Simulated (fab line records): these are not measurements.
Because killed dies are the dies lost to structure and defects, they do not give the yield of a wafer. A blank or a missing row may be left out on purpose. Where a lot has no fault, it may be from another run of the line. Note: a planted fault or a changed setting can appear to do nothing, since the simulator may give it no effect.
What tool caused it? :: flow n5-finfet :: Sampling: 23 lots, 69 wafers, 4 of 1938 route steps

== WHAT EACH GAUGE READ, for each wafer ==
N5_BEOL_M5_INSPECT_13: inspects for defects (brightfield).
lot: L074
measured: day 7 16:28
on: defect-inspect-01
raw-defect-count: 301 327 368

lot: L076
measured: day 8 09:15
on: defect-inspect-01
raw-defect-count: 390 376 425

lot: L075
measured: day 8 10:46
on: defect-inspect-02
raw-defect-count: 362 414 528

lot: L077
measured: day 8 17:00
on: defect-inspect-02
raw-defect-count: 428 330 274

lot: L078
measured: day 9 00:35
on: defect-inspect-02
raw-defect-count: 490 613 454

lot: L079
measured: day 9 06:41
on: defect-inspect-02
raw-defect-count: 269 339 321

lot: L080
measured: day 9 12:02
on: defect-inspect-01
raw-defect-count: 439 497 534

lot: L081
measured: day 9 13:29
on: defect-inspect-02
raw-defect-count: 410 421 472

lot: L082
measured: day 9 19:16
on: defect-inspect-02
raw-defect-count: 355 368 250

lot: L083
measured: day 10 03:26
on: defect-inspect-02
raw-defect-count: 366 350 280

lot: L084
measured: day 10 11:45
on: defect-inspect-02
raw-defect-count: 404 360 366

lot: L085
measured: day 10 15:10
on: defect-inspect-01
raw-defect-count: 276 228 271

lot: L086
measured: day 10 22:31
on: defect-inspect-01
raw-defect-count: 338 319 418

lot: L087
measured: day 11 08:01
on: defect-inspect-01
raw-defect-count: 289 368 353

lot: L088
measured: day 11 14:58
on: defect-inspect-01
raw-defect-count: 352 344 347

lot: L089
measured: day 11 15:12
on: defect-inspect-01
raw-defect-count: 394 448 338

lot: L090
measured: day 11 21:47
on: defect-inspect-02
raw-defect-count: 438 434 463

lot: L091
measured: day 11 23:07
on: defect-inspect-01
raw-defect-count: 475 421 496

lot: L093
measured: day 12 16:50
on: defect-inspect-02
raw-defect-count: 434 541 496

lot: L094
measured: day 13 00:53
on: defect-inspect-02
raw-defect-count: 388 369 597

lot: L095
measured: day 13 09:41
on: defect-inspect-01
raw-defect-count: 282 321 267

lot: L097
measured: day 13 16:44
on: defect-inspect-01
raw-defect-count: 255 339 207

lot: L096
measured: day 13 18:02
on: defect-inspect-01
raw-defect-count: 241 275 274

== WHAT TOOL EACH LOT RAN ON (gives the tool, then ch and the chambers of the sampled wafers, and finally the start) ==
lot: L074
N5_BEOL_M4_TRENCH_ETCH_37: rie-diel-03 ch 0,1,2, day 7 11:22 or earlier
N5_BEOL_M4_SPUTTER_96: pvd-sputter-01, day 7 11:22
N5_BEOL_M4_CMP_52: cmp-01 ch 1,2,3, day 7 11:51

lot: L076
N5_BEOL_M4_TRENCH_ETCH_37: rie-diel-03 ch 1,2,3, day 8 04:05 or earlier
N5_BEOL_M4_SPUTTER_96: pvd-sputter-02, day 8 04:05
N5_BEOL_M4_CMP_52: cmp-01 ch 1,2,3, day 8 04:37

lot: L075
N5_BEOL_M4_TRENCH_ETCH_37: rie-diel-03 ch 1,2,3, day 8 06:39 or earlier
N5_BEOL_M4_SPUTTER_96: pvd-sputter-01, day 8 06:39
N5_BEOL_M4_CMP_52: cmp-03 ch 0,3, day 8 07:20

lot: L077
N5_BEOL_M4_TRENCH_ETCH_37: rie-diel-04 ch 0,2,3, day 8 11:58 or earlier
N5_BEOL_M4_SPUTTER_96: pvd-sputter-03, day 8 11:58
N5_BEOL_M4_CMP_52: cmp-02 ch 0,1,2, day 8 12:36

lot: L078
N5_BEOL_M4_TRENCH_ETCH_37: rie-diel-03 ch 0,2,3, day 8 21:15 or earlier
N5_BEOL_M4_SPUTTER_96: pvd-sputter-01, day 8 21:15
N5_BEOL_M4_CMP_52: cmp-01 ch 0,3, day 8 21:44

lot: L079
N5_BEOL_M4_TRENCH_ETCH_37: rie-diel-01 ch 1,2,3, day 9 02:41 or earlier
N5_BEOL_M4_SPUTTER_96: pvd-sputter-03, day 9 02:41
N5_BEOL_M4_CMP_52: cmp-01 ch 0,1,3, day 9 03:23

lot: L080
N5_BEOL_M4_TRENCH_ETCH_37: rie-diel-01 ch 0,1,2, day 9 07:56 or earlier
N5_BEOL_M4_SPUTTER_96: pvd-sputter-01, day 9 07:56
N5_BEOL_M4_CMP_52: cmp-03 ch 0,1,2, day 9 08:26

lot: L081
N5_BEOL_M4_TRENCH_ETCH_37: rie-diel-01 ch 0,1, day 9 09:28 or earlier
N5_BEOL_M4_SPUTTER_96: pvd-sputter-02, day 9 09:28
N5_BEOL_M4_CMP_52: cmp-03 ch 0,3, day 9 10:10

lot: L082
N5_BEOL_M4_TRENCH_ETCH_37: rie-diel-01 ch 0,2, day 9 15:42 or earlier
N5_BEOL_M4_SPUTTER_96: pvd-sputter-01, day 9 15:42
N5_BEOL_M4_CMP_52: cmp-01 ch 0,1,2, day 9 16:36

lot: L083
N5_BEOL_M4_TRENCH_ETCH_37: rie-diel-03 ch 0,2,3, day 9 22:58 or earlier
N5_BEOL_M4_SPUTTER_96: pvd-sputter-03, day 9 22:58
N5_BEOL_M4_CMP_52: cmp-02 ch 1,2,3, day 9 23:30

lot: L084
N5_BEOL_M4_TRENCH_ETCH_37: rie-diel-01 ch 0,1,2, day 10 07:04 or earlier
N5_BEOL_M4_SPUTTER_96: pvd-sputter-01, day 10 07:04
N5_BEOL_M4_CMP_52: cmp-02 ch 0,3, day 10 07:35

lot: L085
N5_BEOL_M4_TRENCH_ETCH_37: rie-diel-01 ch 0,1, day 10 10:38 or earlier
N5_BEOL_M4_SPUTTER_96: pvd-sputter-02, day 10 10:38
N5_BEOL_M4_CMP_52: cmp-01 ch 1,3, day 10 11:07

lot: L086
N5_BEOL_M4_TRENCH_ETCH_37: rie-diel-01 ch 1,2,3, day 10 17:49 or earlier
N5_BEOL_M4_SPUTTER_96: pvd-sputter-01, day 10 17:49
N5_BEOL_M4_CMP_52: cmp-02 ch 0,1,2, day 10 18:36

lot: L087
N5_BEOL_M4_TRENCH_ETCH_37: rie-diel-03 ch 0,2, day 11 03:16 or earlier
N5_BEOL_M4_SPUTTER_96: pvd-sputter-02, day 11 03:16
N5_BEOL_M4_CMP_52: cmp-02 ch 0,1,3, day 11 03:47

lot: L088
N5_BEOL_M4_TRENCH_ETCH_37: rie-diel-03 ch 0,2, day 11 10:12 or earlier
N5_BEOL_M4_SPUTTER_96: pvd-sputter-01, day 11 10:12
N5_BEOL_M4_CMP_52: cmp-03 ch 0,1,2, day 11 10:44

lot: L089
N5_BEOL_M4_TRENCH_ETCH_37: rie-diel-01 ch 1,3, day 11 10:22 or earlier
N5_BEOL_M4_SPUTTER_96: pvd-sputter-03, day 11 10:22
N5_BEOL_M4_CMP_52: cmp-02 ch 0,2,3, day 11 10:53

lot: L090
N5_BEOL_M4_TRENCH_ETCH_37: rie-diel-03 ch 0,2,3, day 11 17:46 or earlier
N5_BEOL_M4_SPUTTER_96: pvd-sputter-02, day 11 17:46
N5_BEOL_M4_CMP_52: cmp-03 ch 1,2,3, day 11 18:23

lot: L091
N5_BEOL_M4_TRENCH_ETCH_37: rie-diel-04 ch 0,1,2, day 11 18:47 or earlier
N5_BEOL_M4_SPUTTER_96: pvd-sputter-01, day 11 18:47
N5_BEOL_M4_CMP_52: cmp-02 ch 1,2, day 11 19:17

lot: L093
N5_BEOL_M4_TRENCH_ETCH_37: rie-diel-01 ch 0,3, day 12 13:02 or earlier
N5_BEOL_M4_SPUTTER_96: pvd-sputter-03, day 12 13:02
N5_BEOL_M4_CMP_52: cmp-01 ch 1,2,3, day 12 13:37

lot: L094
N5_BEOL_M4_TRENCH_ETCH_37: rie-diel-01 ch 0,3, day 12 20:20 or earlier
N5_BEOL_M4_SPUTTER_96: pvd-sputter-02, day 12 20:20
N5_BEOL_M4_CMP_52: cmp-01 ch 1,2, day 12 20:52

lot: L095
N5_BEOL_M4_TRENCH_ETCH_37: rie-diel-04 ch 0,3, day 13 06:15 or earlier
N5_BEOL_M4_SPUTTER_96: pvd-sputter-03, day 13 06:15
N5_BEOL_M4_CMP_52: cmp-02 ch 0,2,3, day 13 06:47

lot: L097
N5_BEOL_M4_TRENCH_ETCH_37: rie-diel-04 ch 0,1,3, day 13 11:37 or earlier
N5_BEOL_M4_SPUTTER_96: pvd-sputter-01, day 13 11:37
N5_BEOL_M4_CMP_52: cmp-01 ch 0,1,3, day 13 12:11

lot: L096
N5_BEOL_M4_TRENCH_ETCH_37: rie-diel-04 ch 0,2, day 13 14:49 or earlier
N5_BEOL_M4_SPUTTER_96: pvd-sputter-01, day 13 14:49
N5_BEOL_M4_CMP_52: cmp-03 ch 1,2,3, day 13 15:23
- N5_BEOL_M4_TRENCH_ETCH_37: etches SiOC in C4F6/O2, target depth 55.555 nm, time 29.2 s.
- N5_BEOL_M4_SPUTTER_96: material Cu, target thk 4.5 nm, time 8.29 s.
- N5_BEOL_M4_CMP_52: polishes, stops on SiOC, t overpolish 6.8 s, target thk 40 nm.

== WHAT THE TOOLS THEMSELVES READ (means of the sampled wafers that have a number; where no wafer has one, the mark that the record gives instead) ==
N5_BEOL_M4_TRENCH_ETCH_37.
lot: L074
tool: rie-diel-03
drypump-motor-current-A (A): 5.8
oes_ar_750_au (a.u.): 0.80
oes-product-au (a.u.): 0.81
rf-vpp-V (V): 674
showerhead-plenum-p-Torr (Torr): 2.90
throttle-valve-pct (%): 20.84

lot: L076
tool: rie-diel-03
drypump-motor-current-A (A): 5.6
oes_ar_750_au (a.u.): 0.78
oes-product-au (a.u.): 0.80
rf-vpp-V (V): 686
showerhead-plenum-p-Torr (Torr): 2.90
throttle-valve-pct (%): 20.92

lot: L075
tool: rie-diel-03
drypump-motor-current-A (A): 5.6
oes_ar_750_au (a.u.): 0.78
oes-product-au (a.u.): 0.80
rf-vpp-V (V): 685
showerhead-plenum-p-Torr (Torr): 2.90
throttle-valve-pct (%): 20.93

lot: L077
tool: rie-diel-04
drypump-motor-current-A (A): 5.2
oes_ar_750_au (a.u.): 0.80
oes-product-au (a.u.): 0.80
rf-vpp-V (V): 668
showerhead-plenum-p-Torr (Torr): 2.93
throttle-valve-pct (%): 20.92

lot: L078
tool: rie-diel-03
drypump-motor-current-A (A): 6.0
oes_ar_750_au (a.u.): 0.72
oes-product-au (a.u.): 0.73
rf-vpp-V (V): 679
showerhead-plenum-p-Torr (Torr): 2.87
throttle-valve-pct (%): 21.09

lot: L079
tool: rie-diel-01
drypump-motor-current-A (A): 5.5
oes_ar_750_au (a.u.): 0.79
oes-product-au (a.u.): 0.80
rf-vpp-V (V): 677
showerhead-plenum-p-Torr (Torr): 2.90
throttle-valve-pct (%): 20.88

lot: L080
tool: rie-diel-01
drypump-motor-current-A (A): 5.8
oes_ar_750_au (a.u.): 0.83
oes-product-au (a.u.): 0.82
rf-vpp-V (V): 663
showerhead-plenum-p-Torr (Torr): 2.89
throttle-valve-pct (%): 20.84

lot: L081
tool: rie-diel-01
drypump-motor-current-A (A): 6.3
oes_ar_750_au (a.u.): 0.79
oes-product-au (a.u.): 0.78
rf-vpp-V (V): 664
showerhead-plenum-p-Torr (Torr): 2.85
throttle-valve-pct (%): 20.79

lot: L082
tool: rie-diel-01
drypump-motor-current-A (A): 6.0
oes_ar_750_au (a.u.): 0.85
oes-product-au (a.u.): 0.86
rf-vpp-V (V): 666
showerhead-plenum-p-Torr (Torr): 2.95
throttle-valve-pct (%): 20.84

lot: L083
tool: rie-diel-03
drypump-motor-current-A (A): 6.0
oes_ar_750_au (a.u.): 0.71
oes-product-au (a.u.): 0.71
rf-vpp-V (V): 679
showerhead-plenum-p-Torr (Torr): 2.86
throttle-valve-pct (%): 21.11

lot: L084
tool: rie-diel-01
drypump-motor-current-A (A): 5.8
oes_ar_750_au (a.u.): 0.81
oes-product-au (a.u.): 0.80
rf-vpp-V (V): 662
showerhead-plenum-p-Torr (Torr): 2.88
throttle-valve-pct (%): 20.87

lot: L085
tool: rie-diel-01
drypump-motor-current-A (A): 6.3
oes_ar_750_au (a.u.): 0.77
oes-product-au (a.u.): 0.77
rf-vpp-V (V): 663
showerhead-plenum-p-Torr (Torr): 2.84
throttle-valve-pct (%): 20.82

lot: L086
tool: rie-diel-01
drypump-motor-current-A (A): 5.5
oes_ar_750_au (a.u.): 0.77
oes-product-au (a.u.): 0.78
rf-vpp-V (V): 677
showerhead-plenum-p-Torr (Torr): 2.89
throttle-valve-pct (%): 20.92

lot: L087
tool: rie-diel-03
drypump-motor-current-A (A): 6.1
oes_ar_750_au (a.u.): 0.73
oes-product-au (a.u.): 0.74
rf-vpp-V (V): 668
showerhead-plenum-p-Torr (Torr): 2.79
throttle-valve-pct (%): 20.94

lot: L088
tool: rie-diel-03
drypump-motor-current-A (A): 6.2
oes_ar_750_au (a.u.): 0.71
oes-product-au (a.u.): 0.71
rf-vpp-V (V): 669
showerhead-plenum-p-Torr (Torr): 2.85
throttle-valve-pct (%): 21.06

lot: L089
tool: rie-diel-01
drypump-motor-current-A (A): 5.7
oes_ar_750_au (a.u.): 0.71
oes-product-au (a.u.): 0.71
rf-vpp-V (V): 692
showerhead-plenum-p-Torr (Torr): 2.86
throttle-valve-pct (%): 20.91

lot: L090
tool: rie-diel-03
drypump-motor-current-A (A): 6.0
oes_ar_750_au (a.u.): 0.70
oes-product-au (a.u.): 0.70
rf-vpp-V (V): 680
showerhead-plenum-p-Torr (Torr): 2.85
throttle-valve-pct (%): 21.14

lot: L091
tool: rie-diel-04
drypump-motor-current-A (A): 5.5
oes_ar_750_au (a.u.): 0.86
oes-product-au (a.u.): 0.87
rf-vpp-V (V): 664
showerhead-plenum-p-Torr (Torr): 2.95
throttle-valve-pct (%): 20.85

lot: L093
tool: rie-diel-01
drypump-motor-current-A (A): 6.0
oes_ar_750_au (a.u.): 0.73
oes-product-au (a.u.): 0.74
rf-vpp-V (V): 696
showerhead-plenum-p-Torr (Torr): 2.91
throttle-valve-pct (%): 20.90

lot: L094
tool: rie-diel-01
drypump-motor-current-A (A): 6.2
oes_ar_750_au (a.u.): 0.75
oes-product-au (a.u.): 0.75
rf-vpp-V (V): 681
showerhead-plenum-p-Torr (Torr): 2.90
throttle-valve-pct (%): 20.86

lot: L095
tool: rie-diel-04
drypump-motor-current-A (A): 5.4
oes_ar_750_au (a.u.): 0.78
oes-product-au (a.u.): 0.79
rf-vpp-V (V): 662
showerhead-plenum-p-Torr (Torr): 2.93
throttle-valve-pct (%): 21.01

lot: L097
tool: rie-diel-04
drypump-motor-current-A (A): 5.5
oes_ar_750_au (a.u.): 0.80
oes-product-au (a.u.): 0.80
rf-vpp-V (V): 654
showerhead-plenum-p-Torr (Torr): 2.84
throttle-valve-pct (%): 20.95

lot: L096
tool: rie-diel-04
drypump-motor-current-A (A): 5.3
oes_ar_750_au (a.u.): 0.81
oes-product-au (a.u.): 0.82
rf-vpp-V (V): 678
showerhead-plenum-p-Torr (Torr): 3.02
throttle-valve-pct (%): 20.86

N5_BEOL_M4_SPUTTER_96.
lot: L074
tool: pvd-sputter-01
throttle-valve-pct (%): 30.3

lot: L076
tool: pvd-sputter-02
throttle-valve-pct (%): 29.5

lot: L075
tool: pvd-sputter-01
throttle-valve-pct (%): 29.0

lot: L077
tool: pvd-sputter-03
throttle-valve-pct (%): 29.7

lot: L078
tool: pvd-sputter-01
throttle-valve-pct (%): 29.6

lot: L079
tool: pvd-sputter-03
throttle-valve-pct (%): 29.5

lot: L080
tool: pvd-sputter-01
throttle-valve-pct (%): 29.6

lot: L081
tool: pvd-sputter-02
throttle-valve-pct (%): 29.4

lot: L082
tool: pvd-sputter-01
throttle-valve-pct (%): 30.4

lot: L083
tool: pvd-sputter-03
throttle-valve-pct (%): 30.3

lot: L084
tool: pvd-sputter-01
throttle-valve-pct (%): 29.4

lot: L085
tool: pvd-sputter-02
throttle-valve-pct (%): 30.1

lot: L086
tool: pvd-sputter-01
throttle-valve-pct (%): 30.3

lot: L087
tool: pvd-sputter-02
throttle-valve-pct (%): 29.7

lot: L088
tool: pvd-sputter-01
throttle-valve-pct (%): 30.4

lot: L089
tool: pvd-sputter-03
throttle-valve-pct (%): 28.9

lot: L090
tool: pvd-sputter-02
throttle-valve-pct (%): 30.3

lot: L091
tool: pvd-sputter-01
throttle-valve-pct (%): 29.8

lot: L093
tool: pvd-sputter-03
throttle-valve-pct (%): 30.1

lot: L094
tool: pvd-sputter-02
throttle-valve-pct (%): 29.3

lot: L095
tool: pvd-sputter-03
throttle-valve-pct (%): 29.2

lot: L097
tool: pvd-sputter-01
throttle-valve-pct (%): 29.8

lot: L096
tool: pvd-sputter-01
throttle-valve-pct (%): 29.8

N5_BEOL_M4_CMP_52.
lot: L074
tool: cmp-01
barrier-field-endpoint-s (s): 23.5
edge-zone-pressure-frac: 0.995
motor-current-A (A): 5.7
overpolish-run-s (s): 6.789
time-to-endpoint-s (s): 57

lot: L076
tool: cmp-01
barrier-field-endpoint-s (s): 24.4
edge-zone-pressure-frac: 0.997
motor-current-A (A): 5.8
overpolish-run-s (s): 6.790
time-to-endpoint-s (s): 62

lot: L075
tool: cmp-03
barrier-field-endpoint-s (s): 24.4
edge-zone-pressure-frac: 0.998
motor-current-A (A): 5.3
overpolish-run-s (s): 6.804
time-to-endpoint-s (s): 60

lot: L077
tool: cmp-02
barrier-field-endpoint-s (s): 24.4
edge-zone-pressure-frac: 1.000
motor-current-A (A): 6.2
overpolish-run-s (s): 6.804
time-to-endpoint-s (s): 64

lot: L078
tool: cmp-01
barrier-field-endpoint-s (s): 24.4
edge-zone-pressure-frac: 0.993
motor-current-A (A): 6.0
overpolish-run-s (s): 6.792
time-to-endpoint-s (s): 61

lot: L079
tool: cmp-01
barrier-field-endpoint-s (s): 23.4
edge-zone-pressure-frac: 1.001
motor-current-A (A): 5.7
overpolish-run-s (s): 6.791
time-to-endpoint-s (s): 59

lot: L080
tool: cmp-03
barrier-field-endpoint-s (s): 25.0
edge-zone-pressure-frac: 0.999
motor-current-A (A): 6.7
overpolish-run-s (s): 6.788
time-to-endpoint-s (s): 65

lot: L081
tool: cmp-03
barrier-field-endpoint-s (s): 23.7
edge-zone-pressure-frac: 0.996
motor-current-A (A): 5.5
overpolish-run-s (s): 6.803
time-to-endpoint-s (s): 59

lot: L082
tool: cmp-01
barrier-field-endpoint-s (s): 24.2
edge-zone-pressure-frac: 0.999
motor-current-A (A): 6.4
overpolish-run-s (s): 6.812
time-to-endpoint-s (s): 64

lot: L083
tool: cmp-02
barrier-field-endpoint-s (s): 24.1
edge-zone-pressure-frac: 0.999
motor-current-A (A): 6.4
overpolish-run-s (s): 6.797
time-to-endpoint-s (s): 62

lot: L084
tool: cmp-02
barrier-field-endpoint-s (s): 24.4
edge-zone-pressure-frac: 0.997
motor-current-A (A): 6.6
overpolish-run-s (s): 6.806
time-to-endpoint-s (s): 59

lot: L085
tool: cmp-01
barrier-field-endpoint-s (s): 22.8
edge-zone-pressure-frac: 0.995
motor-current-A (A): 5.5
overpolish-run-s (s): 6.789
time-to-endpoint-s (s): 55

lot: L086
tool: cmp-02
barrier-field-endpoint-s (s): 24.1
edge-zone-pressure-frac: 1.001
motor-current-A (A): 6.3
overpolish-run-s (s): 6.805
time-to-endpoint-s (s): 63

lot: L087
tool: cmp-02
barrier-field-endpoint-s (s): 24.8
edge-zone-pressure-frac: 1.000
motor-current-A (A): 7.0
overpolish-run-s (s): 6.802
time-to-endpoint-s (s): 65

lot: L088
tool: cmp-03
barrier-field-endpoint-s (s): 24.9
edge-zone-pressure-frac: 0.999
motor-current-A (A): 6.6
overpolish-run-s (s): 6.799
time-to-endpoint-s (s): 62

lot: L089
tool: cmp-02
barrier-field-endpoint-s (s): 24.4
edge-zone-pressure-frac: 0.998
motor-current-A (A): 5.9
overpolish-run-s (s): 6.788
time-to-endpoint-s (s): 63

lot: L090
tool: cmp-03
barrier-field-endpoint-s (s): 23.9
edge-zone-pressure-frac: 1.007
motor-current-A (A): 6.8
overpolish-run-s (s): 6.794
time-to-endpoint-s (s): 61

lot: L091
tool: cmp-02
barrier-field-endpoint-s (s): 24.7
edge-zone-pressure-frac: 0.996
motor-current-A (A): 6.0
overpolish-run-s (s): 6.800
time-to-endpoint-s (s): 63

lot: L093
tool: cmp-01
barrier-field-endpoint-s (s): 23.7
edge-zone-pressure-frac: 1.001
motor-current-A (A): 5.7
overpolish-run-s (s): 6.790
time-to-endpoint-s (s): 59

lot: L094
tool: cmp-01
barrier-field-endpoint-s (s): 23.7
edge-zone-pressure-frac: 1.001
motor-current-A (A): 5.7
overpolish-run-s (s): 6.798
time-to-endpoint-s (s): 58

lot: L095
tool: cmp-02
barrier-field-endpoint-s (s): 23.8
edge-zone-pressure-frac: 0.998
motor-current-A (A): 6.1
overpolish-run-s (s): 6.797
time-to-endpoint-s (s): 61

lot: L097
tool: cmp-01
barrier-field-endpoint-s (s): 23.9
edge-zone-pressure-frac: 1.003
motor-current-A (A): 6.0
overpolish-run-s (s): 6.800
time-to-endpoint-s (s): 62

lot: L096
tool: cmp-03
barrier-field-endpoint-s (s): 23.2
edge-zone-pressure-frac: 0.999
motor-current-A (A): 6.6
overpolish-run-s (s): 6.798
time-to-endpoint-s (s): 56

== THE ANSWER, worked out from the rows above alone ==
Rule: the lots themselves supply what counts as usual. The widest of any qualifying gaps counts: lots, ordered by their means at a reading, are off when they make up no more than a third of the lots, leave a main group of 4 or more, and stand apart from it by 3 or more times the standard deviation of that group's means. The tables above print the reading to a certain number of digits; a main group whose means all agree to those digits is not used. A lot without any number at a reading at which 4 lots or more have one is off too. The other lots that the step has rows for count as sound. The gauges are gone through in route order, then the tools' own readings, and for those a lot's mean is taken as printed above. At the first step where some lot is off, the reading lying furthest off is the one used; lots without a number count as furthest.
Nothing can be told from this: no lot is off at any reading shown.

== WHAT THE SIMULATOR HAD PUT IN ==
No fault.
